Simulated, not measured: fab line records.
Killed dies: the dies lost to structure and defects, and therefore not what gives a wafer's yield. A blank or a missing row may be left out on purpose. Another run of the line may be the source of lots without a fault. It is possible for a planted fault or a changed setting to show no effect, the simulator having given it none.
What tool caused it? | flow nand-harc | 12 lots, 36 wafers sampled, at 6 steps of a route of 1159

## WHAT THE GAUGES READ, wafer by wafer
NHARC_A_BONDPAD_THK_MEAS_20: measures by xrf. Usual: thk-nm reads 169.5 nm (standard deviation 1.4).
lot  | measured     | on            | thk-nm (nm)       | flag
L559 | day 18 14:22 | film-metro-01 | 168.6 170.4 167.4 |
L561 | day 18 15:53 | film-metro-02 | 169.9 170.7 167.0 |
L560 | day 18 16:04 | film-metro-01 | 168.4 169.3 168.0 |
L562 | day 19 03:22 | film-metro-02 | 168.4 168.8 168.8 |
L564 | day 19 04:26 | film-metro-01 | 170.8 169.7 172.7 |
L563 | day 19 14:31 | film-metro-02 | 169.0 168.9 171.9 |
L565 | day 20 03:16 | film-metro-01 | 169.9 170.0 169.2 |
L572 | day 20 21:07 | film-metro-02 | 170.7 106.2 169.4 | OFF
L576 | day 22 05:23 | film-metro-01 | 170.8 169.8 170.9 |
L575 | day 22 06:32 | film-metro-02 | 170.0 169.1 168.1 |
L577 | day 22 07:38 | film-metro-01 | 167.7 169.5 169.9 |
L582 | day 24 11:49 | film-metro-01 | 167.4 169.0 170.7 |

NHARC_END_SORT_01. Usual: defect-limited-yield 95.6 %, standard deviation 1.4; killed-at-array 25, standard deviation 9.2; killed-at-other 0.8, standard deviation 1.2; killed-at-periphery 3.9, standard deviation 2.6; killed-dies 30, standard deviation 9.7; killed-open 3.4, standard deviation 1.9; killed-short 2.0, standard deviation 1.4; sort_bin_2_pct 1.4 %, standard deviation 0.62; sort_bin_3_pct 0.24 %, standard deviation 0.2; sort_bin_4_pct 2.8 %, standard deviation 0.92; sort-n-pass 647, standard deviation 9.7; sort-rim-yield-pct 94 %, standard deviation 3.3; sort-yield-pct 95.6 %, standard deviation 1.4.
lot  | measured     | on        | defect-limited-yield (%) | killed-at-array | killed-at-other | killed-at-periphery | killed-dies | killed-open | killed-short | sort_bin_2_pct (%) | sort_bin_3_pct (%) | sort_bin_4_pct (%) | sort-n-pass | sort-rim-yield-pct (%) | sort-yield-pct (%) | flag
L564 | day 20 11:01 | prober-01 | 96.9 97.5 96.2           | 20 12 24        | 0 0 0           | 1 5 2               | 21 17 26    | 3 4 3       | 3 2 1        | 0.4 0.4 1.3        | 0.44 0.15 0.15     | 2.2 1.9 2.4        | 656 660 651 | 92 96 91               | 96.9 97.5 96.2     |
L572 | day 22 04:17 | prober-02 | 96.2 0 96.8              | 23 673 14       | 0 1 2           | 3 3 6               | 26 677 22   | 4 2 5       | 2 1 2        | 1.2 98.7 0.6       | 0.15 0.30 0        | 2.5 1.0 2.7        | 651 0 655   | 95 0 96                | 96.2 0 96.8        | OFF

## WHAT TOOL EACH LOT RAN ON (gives the tool, then ch and the chambers of the sampled wafers, and finally the start)
lot  | NHARC_A_BONDPAD_ETCH_34            | NHARC_A_BONDPAD_DEGAS_25     | NHARC_A_BONDPAD_PVD_27                  | NHARC_A_BONDPAD_ECD_18
L559 | rie-diel-07 ch 1,2,3, day 18 12:03 | pvd-sputter-01, day 18 12:55 | pvd-sputter-01, day 18 13:18 or earlier | ecd-cu-01 ch 0,1, day 18 13:18
L561 | rie-diel-13 ch 0,1,2, day 18 13:37 | pvd-sputter-01, day 18 14:28 | pvd-sputter-01, day 18 14:49 or earlier | ecd-cu-02 ch 0,1, day 18 14:49
L560 | rie-diel-13 ch 1,3, day 18 13:46   | pvd-sputter-03, day 18 14:38 | pvd-sputter-03, day 18 15:05 or earlier | ecd-cu-01 ch 0,1, day 18 15:05
L562 | rie-diel-01 ch 0,1,3, day 19 01:03 | pvd-sputter-02, day 19 01:54 | pvd-sputter-02, day 19 02:17 or earlier | ecd-cu-01 ch 0,1, day 19 02:17
L564 | rie-diel-07 ch 1,2,3, day 19 01:52 | pvd-sputter-01, day 19 02:44 | pvd-sputter-01, day 19 03:05 or earlier | ecd-cu-01 ch 0,1, day 19 03:05
L563 | rie-diel-07 ch 2,3, day 19 11:53   | pvd-sputter-02, day 19 12:47 | pvd-sputter-02, day 19 13:10 or earlier | ecd-cu-01 ch 0,1, day 19 13:10
L565 | rie-diel-07 ch 2,3, day 20 00:57   | pvd-sputter-03, day 20 01:49 | pvd-sputter-01, day 20 02:05            | ecd-cu-02 ch 0,1, day 20 02:19
L572 | rie-diel-07 ch 2,3, day 20 18:50   | pvd-sputter-03, day 20 19:42 | pvd-sputter-03, day 20 20:07 or earlier | ecd-cu-02 ch 0,1, day 20 20:07
L576 | rie-diel-07 ch 0,1,2, day 22 03:07 | pvd-sputter-01, day 22 03:57 | pvd-sputter-01, day 22 04:19 or earlier | ecd-cu-01 ch 0,1, day 22 04:19
L575 | rie-diel-01 ch 0,1,2, day 22 04:16 | pvd-sputter-03, day 22 05:07 | pvd-sputter-03, day 22 05:35 or earlier | ecd-cu-01 ch 0,1, day 22 05:35
L577 | rie-diel-07 ch 1,2, day 22 05:09   | pvd-sputter-01, day 22 06:01 | pvd-sputter-01, day 22 06:24 or earlier | ecd-cu-01 ch 0,1, day 22 06:24
L582 | rie-diel-07 ch 0,1,3, day 24 09:28 | pvd-sputter-02, day 24 10:22 | pvd-sputter-02, day 24 10:43 or earlier | ecd-cu-02 ch 0,1, day 24 10:43
- NHARC_A_BONDPAD_ETCH_34: etches the open film in N2/H2, target depth 60 nm, overetch 18 nm, time 65.91 s.
- NHARC_A_BONDPAD_DEGAS_25: time 60 s.
- NHARC_A_BONDPAD_PVD_27: deposits Cu, target thk 30 nm, time 20.49 s.
- NHARC_A_BONDPAD_ECD_18: material Cu, target thk 400 nm.

## WHAT THE TOOLS THEMSELVES READ (means of the sampled wafers that have a number; where no wafer has one, the mark that the record gives instead)
NHARC_A_BONDPAD_ETCH_34. Usual: drypump-motor-current-A 5.6 A, standard deviation 0.41; oes-product-au 1.002 a.u., standard deviation 0.0079; rf-fwd-power-W 396.5 W, standard deviation 2; rf-vpp-V 429.9 V, standard deviation 2.6; showerhead-plenum-p-Torr 2.02 Torr, standard deviation 0.09; throttle-valve-pct 14.172 %, standard deviation 0.01.
lot  | tool        | drypump-motor-current-A (A) | oes-product-au (a.u.) | rf-fwd-power-W (W) | rf-vpp-V (V) | showerhead-plenum-p-Torr (Torr) | throttle-valve-pct (%) | flag
L559 | rie-diel-07 | 5.8                         | 1.001                 | 396.2              | 429.3        | 2.00                            | 14.167                 |
L561 | rie-diel-13 | 5.8                         | 0.995                 | 396.4              | 428.6        | 1.96                            | 14.166                 |
L560 | rie-diel-13 | 5.8                         | 0.988                 | 396.5              | 432.4        | 2.12                            | 14.171                 |
L562 | rie-diel-01 | 5.3                         | 0.999                 | 395.4              | 429.3        | 1.99                            | 14.166                 |
L564 | rie-diel-07 | 5.8                         | 0.998                 | 396.7              | 430.3        | 2.00                            | 14.179                 |
L563 | rie-diel-07 | 5.9                         | 1.002                 | 396.4              | 429.3        | 1.97                            | 14.175                 |
L565 | rie-diel-07 | 5.9                         | 1.008                 | 398.0              | 428.5        | 1.97                            | 14.164                 |
L572 | rie-diel-07 | 5.6                         | 0.998                 | 395.2              | 428.4        | 1.95                            | 14.175                 |
L576 | rie-diel-07 | 5.5                         | 1.005                 | 396.0              | 430.5        | 2.05                            | 14.176                 |
L575 | rie-diel-01 | 5.1                         | 0.992                 | 395.4              | 428.9        | 1.99                            | 14.174                 |
L577 | rie-diel-07 | 5.6                         | 1.008                 | 394.1              | 428.2        | 1.98                            | 14.178                 |
L582 | rie-diel-07 | 5.8                         | 1.001                 | 398.1              | 431.0        | 2.07                            | 14.181                 |

NHARC_A_BONDPAD_DEGAS_25. Usual: heater-power-w reads 477 W (standard deviation 31).
lot  | tool           | heater-power-w (W) | flag
L559 | pvd-sputter-01 | 470                |
L561 | pvd-sputter-01 | 493                |
L560 | pvd-sputter-03 | 458                |
L562 | pvd-sputter-02 | 492                |
L564 | pvd-sputter-01 | 497                |
L563 | pvd-sputter-02 | 489                |
L565 | pvd-sputter-03 | 474                |
L572 | pvd-sputter-03 | 444                |
L576 | pvd-sputter-01 | 492                |
L575 | pvd-sputter-03 | 467                |
L577 | pvd-sputter-01 | 506                |
L582 | pvd-sputter-02 | 471                |

NHARC_A_BONDPAD_PVD_27. Usual: throttle-valve-pct reads 30.2 % (standard deviation 0.6).
lot  | tool           | throttle-valve-pct (%) | flag
L559 | pvd-sputter-01 | 30.6                   |
L561 | pvd-sputter-01 | 30.6                   |
L560 | pvd-sputter-03 | 30.1                   |
L562 | pvd-sputter-02 | 30.0                   |
L564 | pvd-sputter-01 | 30.3                   |
L563 | pvd-sputter-02 | 29.7                   |
L565 | pvd-sputter-01 | 30.9                   |
L572 | pvd-sputter-03 | 29.7                   |
L576 | pvd-sputter-01 | 30.7                   |
L575 | pvd-sputter-03 | 30.0                   |
L577 | pvd-sputter-01 | 30.2                   |
L582 | pvd-sputter-02 | 30.3                   |

## THE ANSWER, worked out from the rows above alone
Rule: a lot is off if the mean of its wafers that have a number lies more than 3 standard deviations from the usual mean. Also off: a lot with no number at a reading for which 4 or more lots have one. Any other lot the step has rows for is counted as sound. The gauges are gone through in route order, then the tools' own readings, and for those a lot's mean is taken as printed above. At the first step where some lot is off, the reading lying furthest off is the one used; lots without a number count as furthest.
Off: L572 (NHARC_A_BONDPAD_THK_MEAS_20, thk-nm).
If a tool, at a process step before that reading, ran all the lots that are off and no sound lot after the first of them, it fits. The gauges at NHARC_A_BONDPAD_THK_MEAS_20 aren't tried: what is off there is off at NHARC_END_SORT_01 too, on other tools, and a gauge's error can't cause that. NHARC_A_BONDPAD_PVD_27: start missing for some lots; hours and lot order therefore follow NHARC_A_BONDPAD_ECD_18. No candidate that was tried fits.

## WHAT HAD BEEN PUT IN BY THE SIMULATOR
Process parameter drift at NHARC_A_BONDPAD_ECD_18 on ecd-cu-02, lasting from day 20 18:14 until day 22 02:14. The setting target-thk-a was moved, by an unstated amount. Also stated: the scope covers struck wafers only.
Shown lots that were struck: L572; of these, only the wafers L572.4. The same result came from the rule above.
